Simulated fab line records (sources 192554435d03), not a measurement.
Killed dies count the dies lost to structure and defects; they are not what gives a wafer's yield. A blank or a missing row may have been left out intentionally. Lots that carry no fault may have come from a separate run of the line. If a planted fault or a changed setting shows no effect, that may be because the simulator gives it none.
fab line records + flow n5Finfet
record
- lots=10
- wafers=27
- lastDay=19
route steps=1938 shown BEOL_M0_SAQP@633 BEOL_M4@1111
lots that met no fault: from a run of the same line without faults
startH: hours from the record's first day to the start of the lot's first wafer shown + waitH: hours from the lot's prior step to this one + " as in the row above + L1.1+2: a row that stands for several wafers + - value missing, or start not given + * or withheld: withheld + < > ~ a bound
route shown NAME@n: names a module that has steps shown in the file, with the first one's number in the route + usual: the fault-free wafers' mean and standard deviation + same: alike in all rows + chamber/n: place in a boat + sites: per-site readings + _std_site: standard deviation of those values + _edge_site: inner sites' mean taken away from outer sites' mean + radiusMm: for every site, how far away it sits from the centre of the wafer + mask NAME#n: copy n + behind: the tool/chamber that last shaped the wafer + hold: why the lot was held/for how many hours/how that ended + device: the transistor (n, p or np) that didn't switch + end of line: at the end of the route, the tests of the same wafers + step lacking rows: just its recipe + killed: dies lost to structure and defects at the first sort, not the wafer's yield + map: a wafer's dies, marking killed ones x, the rest . and places with no die _
set.NAME: the run value of the setting; set.NAME@STEP: its run value at that earlier step + model.NAME: the simulator's own value behind a step, which no gauge read
route steps across a sampled set of lots; one table per step, one row per wafer
services: from which hour (startH, from the record's first day; less than 0 if before it) a tool's chamber was out of use, for how many hours, and why
## steps
# step N5_BEOL_M0_SAQP_ILD_DEP_01
# recipe
- material=SiOC
- targetThkA=454.19
- tempC=350
- precursor=DEMS/O2
- pressureTorr=5
- rfW=500
- timeS=8.7
# usual
- heaterPowerW=471/68
- showerheadPlenumPTorr=5.697/0.017
- throttleValvePct=12.2/0.67
| lot.wafer | tool     | chamber | startH | waitH | heaterPowerW | showerheadPlenumPTorr | throttleValvePct |
|-----------|----------|---------|--------|-------|--------------|-----------------------|------------------|
| L551.2    | pecvd-02 | 1       | 114.48 | 0.0   | 636          | 5.724                 | 11.9             |
| L551.5    | "        | 1       | "      | "     | 626          | 5.704                 | 11.9             |
| L551.6    | "        | 2       | "      | "     | 494          | 5.709                 | 11.7             |
| L554.4    | pecvd-02 | 0       | 132.72 | 0.0   | 504          | 5.710                 | 11.5             |
| L554.5    | "        | 1       | "      | "     | 593          | 5.703                 | 11.7             |
| L554.6    | "        | 2       | "      | "     | 526          | 5.725                 | 11.2             |
| L553.1    | pecvd-02 | 2       | 135.70 | 0.0   | 450          | 5.723                 | 11.6             |
| L553.3    | "        | 0       | "      | "     | 495          | 5.707                 | 11.6             |
| L553.6    | "        | 1       | "      | "     | 576          | 5.705                 | 11.7             |
| L556.3    | pecvd-02 | 1       | 141.70 | 0.0   | 573          | 5.702                 | 12.0             |
| L556.4    | "        | 1       | "      | "     | 567          | 5.718                 | 12.1             |
| L556.5    | "        | 0       | "      | "     | 398          | 5.692                 | 11.3             |
| L559.3    | pecvd-04 | 0       | 160.40 | 0.0   | 504          | 5.705                 | 12.6             |
| L559.4    | "        | 1       | "      | "     | 419          | 5.692                 | 13.3             |
| L559.5    | "        | 0       | "      | "     | 524          | 5.706                 | 12.9             |
| L566.1    | pecvd-04 | 2       | 200.14 | 0.0   | 383          | 5.697                 | 11.5             |
| L566.2    | "        | 1       | "      | "     | 414          | 5.691                 | 13.0             |
| L566.6    | "        | 0       | "      | "     | 515          | 5.701                 | 12.7             |
| L570.2    | pecvd-04 | 1       | 230.57 | 0.0   | 390          | 5.694                 | 12.9             |
| L570.5    | "        | 1       | "      | "     | 404          | 5.707                 | 12.9             |
| L571.1    | pecvd-04 | 0       | 233.57 | 0.0   | 529          | 5.689                 | 12.9             |
| L571.4    | "        | 0       | "      | "     | 537          | 5.710                 | 12.8             |
| L572.1    | pecvd-01 | 2       | 236.57 | 0.0   | 552          | 5.668                 | 11.6             |
| L572.3    | "        | 2       | "      | "     | 529          | 5.661                 | 11.6             |
| L572.5    | "        | 2       | "      | "     | 536          | 5.654                 | 11.6             |
| L573.4    | pecvd-04 | 0       | 245.47 | 0.0   | 524          | 5.691                 | 12.9             |
| L573.5    | "        | 1       | "      | "     | 411          | 5.694                 | 13.0             |
# step N5_BEOL_M0_SAQP_PECVD_04
# recipe
- material=a-Si
- targetThkA=600
- tempC=350
- precursor=SiH4/He
- pressureTorr=3
- rfW=100
- timeS=60.2
# usual
- heaterPowerW=607/75
- showerheadPlenumPTorr=5.67/0.065
- throttleValvePct=18.5/0.99
| lot.wafer | tool     | chamber | startH | waitH | heaterPowerW | showerheadPlenumPTorr | throttleValvePct |
|-----------|----------|---------|--------|-------|--------------|-----------------------|------------------|
| L551.2    | pecvd-01 | 1       | 118.66 | 0.0   | 487          | 5.68                  | 19.9             |
| L551.5    | "        | 2       | "      | "     | 645          | 5.53                  | 17.6             |
| L551.6    | "        | 1       | "      | "     | 481          | 5.68                  | 20.1             |
| L554.4    | pecvd-02 | 0       | 133.16 | 0.0   | 563          | 5.70                  | 17.7             |
| L554.5    | "        | 1       | "      | "     | 654          | 5.71                  | 17.8             |
| L554.6    | "        | 2       | "      | "     | 616          | 5.78                  | 17.8             |
| L553.1    | pecvd-04 | 0       | 138.47 | 0.0   | 650          | 5.67                  | 19.0             |
| L553.3    | "        | 2       | "      | "     | 530          | 5.68                  | 17.4             |
| L553.6    | "        | 1       | "      | "     | 575          | 5.68                  | 19.8             |
| L556.3    | pecvd-02 | 2       | 142.67 | 0.0   | 616          | 5.81                  | 17.8             |
| L556.4    | "        | 0       | "      | "     | 557          | 5.71                  | 17.5             |
| L556.5    | "        | 2       | "      | "     | 630          | 5.79                  | 17.7             |
| L559.3    | pecvd-02 | 1       | 160.94 | 0.0   | 713          | 5.70                  | 18.3             |
| L559.4    | "        | 1       | "      | "     | 723          | 5.71                  | 18.1             |
| L559.5    | "        | 0       | "      | "     | 633          | 5.71                  | 17.7             |
| L566.1    | pecvd-01 | 2       | 201.30 | 0.0   | 676          | 5.55                  | 17.8             |
| L566.2    | "        | 1       | "      | "     | 505          | 5.69                  | 20.0             |
| L566.6    | "        | 0       | "      | "     | 622          | 5.62                  | 18.4             |
| L570.2    | pecvd-01 | 2       | 231.08 | 0.0   | 692          | 5.54                  | 17.7             |
| L570.5    | "        | 0       | "      | "     | 619          | 5.62                  | 18.8             |
| L571.1    | pecvd-02 | 0       | 234.60 | 0.0   | 655          | 5.71                  | 17.4             |
| L571.4    | "        | 2       | "      | "     | 650          | 5.79                  | 17.8             |
| L572.1    | pecvd-02 | 2       | 238.13 | 0.0   | 666          | 5.77                  | 17.8             |
| L572.3    | "        | 0       | "      | "     | 578          | 5.71                  | 17.4             |
| L572.5    | "        | 2       | "      | "     | 680          | 5.77                  | 18.0             |
| L573.4    | pecvd-02 | 0       | 246.25 | 0.0   | 593          | 5.71                  | 17.5             |
| L573.5    | "        | 1       | "      | "     | 735          | 5.71                  | 18.1             |
# step N5_BEOL_M0_SAQP_MANDREL_ETCH_20
# recipe
- targetDepthA=600
- chemistry=HBr/Cl2
- target=a-Si
- stopOn=SiNx
- btTimeS=10
- maskMaterial=SOC
- overEtchFrac=0.5
- timeS=30
- pressureMtorr=10
- icpW=800
- biasW=75
- HBr_flow_sccm=150
- Cl2_flow_sccm=80
- ends=endPoint
# usual
- drypumpMotorCurrentA=5.7/0.54
- oesProductAu=0.776/0.013
- rfFwdPowerW=795.1/3
- throttleValvePct=35.2/0.34
| lot.wafer | tool     | chamber | startH | waitH | drypumpMotorCurrentA | oesProductAu | rfFwdPowerW | rfHoursCounterH | throttleValvePct |
|-----------|----------|---------|--------|-------|----------------------|--------------|-------------|-----------------|------------------|
| L551.2    | rieSi-06 | 3       | 119.60 | 0.0   | 5.4                  | 0.765        | 796.6       | 143             | 35.3             |
| L551.5    | "        | 1       | "      | "     | 6.6                  | 0.778        | 794.7       | -               | 35.6             |
| L551.6    | "        | 2       | "      | "     | 6.7                  | 0.760        | 799.3       | -               | 34.9             |
| L554.4    | rieSi-05 | 1       | 133.98 | 0.0   | 5.2                  | 0.785        | 794.4       | 180             | 35.1             |
| L554.5    | "        | 2       | "      | "     | 5.1                  | 0.766        | 798.1       | -               | 34.6             |
| L554.6    | "        | 3       | "      | "     | 6.3                  | 0.776        | 800.7       | -               | 35.2             |
| L553.1    | rieSi-05 | 3       | 139.31 | 0.0   | 6.3                  | 0.765        | 795.4       | 127             | 35.2             |
| L553.3    | "        | 2       | "      | "     | 5.1                  | 0.765        | 798.7       | 78              | 34.6             |
| L553.6    | "        | 3       | "      | "     | 6.3                  | 0.766        | 794.5       | -               | 35.2             |
| L556.3    | rieSi-05 | 0       | 143.60 | 0.0   | 5.5                  | 0.777        | 601.0       | 95              | 35.7             |
| L556.4    | "        | 2       | "      | "     | 5.1                  | 0.774        | 601.9       | 78              | 34.6             |
| L556.5    | "        | 3       | "      | "     | 6.3                  | 0.781        | 605.2       | -               | 35.2             |
| L559.3    | rieSi-05 | 2       | 161.76 | 0.0   | 5.1                  | 0.781        | 604.2       | 78              | 34.6             |
| L559.4    | "        | 0       | "      | "     | 5.4                  | 0.767        | 599.0       | 95              | 35.7             |
| L559.5    | "        | 3       | "      | "     | 6.3                  | 0.762        | 599.3       | -               | 35.2             |
| L566.1    | rieSi-06 | 0       | 202.32 | 0.0   | 5.7                  | 0.785        | 790.2       | 145             | 35.6             |
| L566.2    | "        | 3       | "      | "     | 5.4                  | 0.778        | 795.0       | 144             | 35.3             |
| L566.6    | "        | 2       | "      | "     | 6.7                  | 0.755        | 791.2       | -               | 34.9             |
| L570.2    | rieSi-06 | 2       | 232.32 | 0.0   | 6.7                  | 0.779        | 797.8       | 152             | 34.9             |
| L570.5    | "        | 0       | "      | "     | 5.7                  | 0.795        | 791.3       | -               | 35.5             |
| L571.1    | rieSi-06 | 2       | 236.23 | 0.0   | 6.7                  | 0.766        | 796.4       | 152             | 34.9             |
| L571.4    | "        | 2       | "      | "     | 6.7                  | 0.766        | 795.0       | -               | 34.9             |
| L572.1    | rieSi-05 | 3       | 239.37 | 0.0   | 6.3                  | 0.770        | 790.9       | 129             | 35.2             |
| L572.3    | "        | 0       | "      | "     | 5.5                  | 0.777        | 792.0       | 97              | 35.6             |
| L572.5    | "        | 3       | "      | "     | 6.3                  | 0.774        | 791.0       | -               | 35.2             |
| L573.4    | rieSi-06 | 2       | 247.84 | 0.1   | 6.7                  | 0.758        | 798.3       | -               | 34.9             |
| L573.5    | "        | 0       | "      | "     | 5.7                  | 0.795        | 794.1       | -               | 35.5             |
# step N5_BEOL_M0_SAQP_RECESS_104
# recipe
- chemistry=HF/NH3
- target=SiO2
- targetDepthA=180
- afsCycles=3
- tempC=30
- sublimationTempC=180
- sublimationTimeS=60
# usual
- drypumpMotorCurrentA=5.7/0.3
| lot.wafer | tool         | chamber | startH | waitH | drypumpMotorCurrentA |
|-----------|--------------|---------|--------|-------|----------------------|
| L551.2    | vaporEtch-02 | 0       | 121.15 | 0.1   | 5.2                  |
| L551.5    | "            | 1       | "      | "     | 5.9                  |
| L551.6    | "            | 0       | "      | "     | 5.2                  |
| L554.4    | vaporEtch-01 | 1       | 135.64 | 0.2   | 5.8                  |
| L554.5    | "            | 0       | "      | "     | 5.8                  |
| L554.6    | "            | 1       | "      | "     | 5.8                  |
| L553.1    | vaporEtch-02 | 1       | 140.86 | 0.1   | 6.0                  |
| L553.3    | "            | 1       | "      | "     | 6.0                  |
| L553.6    | "            | 0       | "      | "     | 5.2                  |
| L556.3    | vaporEtch-01 | 1       | 146.30 | 0.2   | 5.8                  |
| L556.4    | "            | 0       | "      | "     | 5.8                  |
| L556.5    | "            | 1       | "      | "     | 5.8                  |
| L559.3    | vaporEtch-02 | 0       | 163.81 | 0.2   | 5.2                  |
| L559.4    | "            | 1       | "      | "     | 5.9                  |
| L559.5    | "            | 0       | "      | "     | 5.2                  |
| L566.1    | vaporEtch-02 | 0       | 205.39 | 0.1   | 5.2                  |
| L566.2    | "            | 1       | "      | "     | 5.9                  |
| L566.6    | "            | 1       | "      | "     | 5.9                  |
| L570.2    | vaporEtch-01 | 1       | 233.96 | 0.1   | 5.8                  |
| L570.5    | "            | 0       | "      | "     | 5.8                  |
| L571.1    | vaporEtch-02 | 0       | 238.91 | 0.1   | 5.2                  |
| L571.4    | "            | 1       | "      | "     | 5.9                  |
| L572.1    | vaporEtch-01 | 0       | 241.58 | 0.1   | 5.8                  |
| L572.3    | "            | 1       | "      | "     | 5.8                  |
| L572.5    | "            | 1       | "      | "     | 5.8                  |
| L573.4    | vaporEtch-02 | 1       | 249.81 | 0.2   | 5.9                  |
| L573.5    | "            | 1       | "      | "     | 5.9                  |
# step N5_BEOL_M4_RC_MEAS_101
# usual
- DIBL_N=36.5/2.2
- DIBL_P=36.9/2.9
- IOFF_N=0.17/0.044
- IOFF_P=0.22/0.052
- ION_N=671/16
- ION_P=461/10
- SS_N=71.6/0.73
- SS_P=73.5/0.79
- VT_N=250/4.1
- VT_P=-250/4.1
| lot.wafer | tool      | chamber | startH | waitH | DIBL_N[mV/V] | DIBL_P[mV/V] | IOFF_N[nA/um] | IOFF_P[nA/um] | ION_N[uA/um] | ION_P[uA/um] | SS_N[mV/dec] | SS_P[mV/dec] | VT_N[mV] | VT_P[mV] |
|-----------|-----------|---------|--------|-------|--------------|--------------|---------------|---------------|--------------|--------------|--------------|--------------|----------|----------|
| L551.2    | prober-02 | 0       | 196.53 | 0.2   | 35.9         | 36.2         | 0.15          | 0.21          | 666          | 459          | 70.7         | 73.0         | 249      | -249     |
| L551.5    | "         | 0       | "      | "     | 36.7         | 36.3         | 0.15          | 0.20          | 656          | 453          | 71.3         | 73.7         | 250      | -252     |
| L551.6    | "         | 0       | "      | "     | 35.2         | 36.0         | 0.14          | 0.21          | 664          | 461          | 71.9         | 73.2         | 253      | -248     |
| L553.1    | prober-01 | 0       | 207.00 | 0.0   | 37.2         | 35.2         | 0.16          | 0.19          | 653          | 439          | 72.2         | 72.8         | 253      | -253     |
| L553.3    | "         | 0       | "      | "     | 35.6         | 36.2         | 0.14          | 0.22          | 658          | 462          | 71.2         | 72.7         | 254      | -250     |
| L553.6    | "         | 0       | "      | "     | 36.1         | 35.9         | 0.15          | 0.22          | 670          | 457          | 71.4         | 73.2         | 253      | -251     |
| L554.4    | prober-02 | 0       | 209.55 | 0.5   | 35.4         | 33.8         | 0.14          | 0.16          | 645          | 443          | 71.9         | 72.2         | 251      | -253     |
| L554.5    | "         | 0       | "      | "     | 36.6         | 36.8         | 0.15          | 0.21          | 653          | 449          | 72.1         | 73.5         | 252      | -249     |
| L554.6    | "         | 0       | "      | "     | 31.5         | 31.6         | 0.09          | 0.14          | 640          | 446          | 70.9         | 71.8         | 257      | -253     |
| L556.3    | prober-01 | 0       | 213.08 | 0.3   | 37.5         | 38.7         | 0.20          | 0.24          | 692          | 466          | 72.0         | 74.6         | 246      | -251     |
| L556.4    | "         | 0       | "      | "     | 34.3         | 35.8         | 0.14          | 0.20          | 654          | 450          | 71.6         | 73.7         | 253      | -252     |
| L556.5    | "         | 0       | "      | "     | 36.0         | 36.9         | 0.16          | 0.20          | 671          | 457          | 72.1         | 73.9         | 251      | -249     |
| L559.3    | prober-01 | 0       | 234.27 | 0.3   | 38.5         | 37.3         | 0.19          | 0.25          | 694          | 466          | 72.3         | 73.6         | 247      | -248     |
| L559.4    | "         | 0       | "      | "     | 42.5         | 43.5         | 0.31          | 0.40          | 705          | 483          | 72.5         | 75.3         | 241      | -241     |
| L559.5    | "         | 0       | "      | "     | 39.5         | 39.5         | 0.23          | 0.30          | 695          | 477          | 72.6         | 73.9         | 247      | -245     |
| L566.1    | prober-02 | 0       | 286.97 | 0.0   | 38.1         | 37.6         | 0.21          | 0.26          | 680          | 465          | 71.9         | 73.6         | 245      | -246     |
| L566.2    | "         | 0       | "      | "     | 38.3         | 38.7         | 0.21          | 0.26          | 685          | 468          | 72.3         | 74.0         | 244      | -249     |
| L566.6    | "         | 0       | "      | "     | 37.2         | 37.2         | 0.20          | 0.24          | 688          | 465          | 71.7         | 73.9         | 246      | -249     |
| L570.2    | prober-02 | 0       | 315.73 | 0.2   | 35.1         | 34.2         | 0.16          | 0.24          | 682          | 478          | 71.1         | 72.9         | 251      | -243     |
| L570.5    | "         | 0       | "      | "     | 40.6         | 41.2         | 0.31          | 0.38          | 707          | 487          | 72.5         | 74.8         | 241      | -238     |
| L572.1    | prober-01 | 0       | 317.82 | 0.0   | 35.3         | 35.5         | 0.14          | 0.18          | 666          | 461          | 70.9         | 73.1         | 250      | -252     |
| L572.3    | "         | 0       | "      | "     | 38.1         | 38.7         | 0.18          | 0.23          | 674          | 463          | 71.7         | 74.3         | 247      | -249     |
| L572.5    | "         | 0       | "      | "     | 37.8         | 39.4         | 0.17          | 0.25          | 668          | 461          | 71.4         | 74.4         | 248      | -252     |
| L571.1    | prober-02 | 0       | 318.22 | 0.0   | 38.1         | 37.4         | 0.16          | 0.24          | 648          | 447          | 71.6         | 74.0         | 252      | -250     |
| L571.4    | "         | 0       | "      | "     | 36.0         | 34.1         | 0.12          | 0.16          | 654          | 448          | 71.5         | 72.8         | 256      | -254     |
| L573.4    | prober-01 | 0       | 340.80 | 0.5   | 40.2         | 42.9         | 0.23          | 0.29          | 669          | 456          | 72.3         | 74.7         | 248      | -247     |
| L573.5    | "         | 0       | "      | "     | 42.3         | 44.0         | 0.28          | 0.33          | 702          | 471          | 73.4         | 75.0         | 242      | -243     |
## services
| tool     | chamber | startH | hours | kind          |
|----------|---------|--------|-------|---------------|
| rieSi-06 | 2       | 90.65  | 7.5   | repair        |
| pecvd-04 | 2       | 96.11  | 9.0   | repair        |
| pecvd-02 | 0       | 96.56  | 5.5   | scheduledDown |
| rieSi-05 | 2       | 98.46  | 6.1   | repair        |
| pecvd-02 | -       | 114.96 | 5.5   | pm            |
| pecvd-04 | -       | 125.96 | 1.0   | repair        |
| rieSi-05 | -       | 133.79 | 0.1   | repair        |
| rieSi-06 | 2       | 139.66 | 1.6   | repair        |
| pecvd-01 | 0       | 166.11 | 2.1   | scheduledDown |
| pecvd-02 | 2       | 203.28 | 2.1   | scheduledDown |
| pecvd-02 | 0       | 204.42 | 9.0   | repair        |
| rieSi-06 | 1       | 214.65 | 134.4 | repair        |
| pecvd-04 | 2       | 215.90 | 3.4   | repair        |
| pecvd-04 | 2       | 228.99 | 4.0   | repair        |
| pecvd-02 | 1       | 230.84 | 14.9  | repair        |
| pecvd-01 | 1       | 233.56 | 22.8  | repair        |
| rieSi-06 | -       | 233.98 | 0.5   | repair        |
## key
firstSign
- step=N5_BEOL_M0_SAQP_MANDREL_ETCH_20
- reading=rfFwdPowerW
- direction=down
- sigmas=65
- usual=*
- struck=*
effect none on later readings
metAt N5_BEOL_M0_SAQP_MANDREL_ETCH_20
struckLots L556,L559
notActingAt N5_BEOL_M0_SAQP_ILD_DEP_01,N5_BEOL_M0_SAQP_PECVD_04,N5_BEOL_M0_SAQP_RECESS_104
onsetBetween 139.31 143.60
fault
- kind=processParameterDrift
- tool=rieSi-05
- chamber=-
- onsetH=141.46
- steps=N5_BEOL_M0_SAQP_MANDREL_ETCH_20
- channel=icpW
- offset=-192
- shape=step
- endH=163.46
- actsIn=theseRecipesOnly
- stated=800
